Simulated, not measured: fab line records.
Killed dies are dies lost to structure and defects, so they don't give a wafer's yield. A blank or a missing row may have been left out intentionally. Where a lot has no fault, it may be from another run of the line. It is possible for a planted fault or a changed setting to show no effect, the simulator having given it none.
Matching of chambers + flow nand_harc + NHARC_A_CONTACT_DESCUM_74 on rie_diel-07: 4 sister chambers
The step chemistry O2, time 3 s. 8 wafers are shown with their chamber, then 12 later ones without.

WAFERS, EACH WITH ITS CHAMBER
| wafer  | chamber | showerhead_plenum_p_Torr (Torr) | drypump_motor_current_A (A) |
|--------|---------|---------------------------------|-----------------------------|
| L084.4 | 0       | 1.99                            | 6.1                         |
| L085.5 | 2       | 2.06                            | 6.1                         |
| L085.1 | 0       | 1.99                            | 6.2                         |
| L085.3 | 1       | 1.99                            | 6.0                         |
| L085.6 | 3       | 1.96                            | 6.2                         |
| L086.1 | 1       | 1.99                            | 5.9                         |
| L086.5 | 3       | 1.95                            | 6.3                         |
| L086.6 | 2       | 2.06                            | 6.1                         |

WAFERS WITHOUT THEIR CHAMBER
| wafer  | showerhead_plenum_p_Torr (Torr) | drypump_motor_current_A (A) |
|--------|---------------------------------|-----------------------------|
| L088.3 | 1.95                            | 6.2                         |
| L088.5 | 1.99                            | 6.2                         |
| L088.6 | 1.95                            | 6.3                         |
| L089.3 | 2.05                            | 6.1                         |
| L089.4 | 1.95                            | 6.2                         |
| L089.6 | 2.05                            | 6.1                         |
| L090.2 | 1.99                            | 5.9                         |
| L090.4 | 1.99                            | 6.1                         |
| L090.5 | 2.05                            | 6.1                         |
| L097.2 | 2.05                            | 6.1                         |
| L097.3 | 1.95                            | 6.2                         |
| L097.5 | 2.05                            | 6.1                         |

WHICH CHAMBER EACH WENT THROUGH
| wafer  | from the rows above     | in truth |
|--------|-------------------------|----------|
| L088.3 | 3                       | 3        |
| L088.5 | 0                       | 0        |
| L088.6 | 3                       | 3        |
| L089.3 | 2                       | 2        |
| L089.4 | 3                       | 3        |
| L089.6 | 2                       | 2        |
| L090.2 | 1                       | 1        |
| L090.4 | can't be placed: 0 or 1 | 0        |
| L090.5 | 2                       | 2        |
| L097.2 | 2                       | 2        |
| L097.3 | 3                       | 3        |
| L097.5 | 2                       | 2        |
Placed correctly: 11 of 12. From these rows, 1 cannot be placed; in 1 the true chamber is one of the candidates. Wrongly placed: 0.
How it was worked out, from the rows above alone: a wafer's distance from a chamber is the root of the sum, over the readings, of the square of ((its reading less the chamber's mean) divided by the reading's scatter). The wafer belongs to the nearest chamber; if the next one is less than 2 further off, it can't be placed. The mean given for a chamber averages the wafers shown for that chamber. The scatter is the square root of a quotient: the sum, over the shown wafers, of each reading's squared deviation from its chamber's mean, divided by wafers minus chambers.
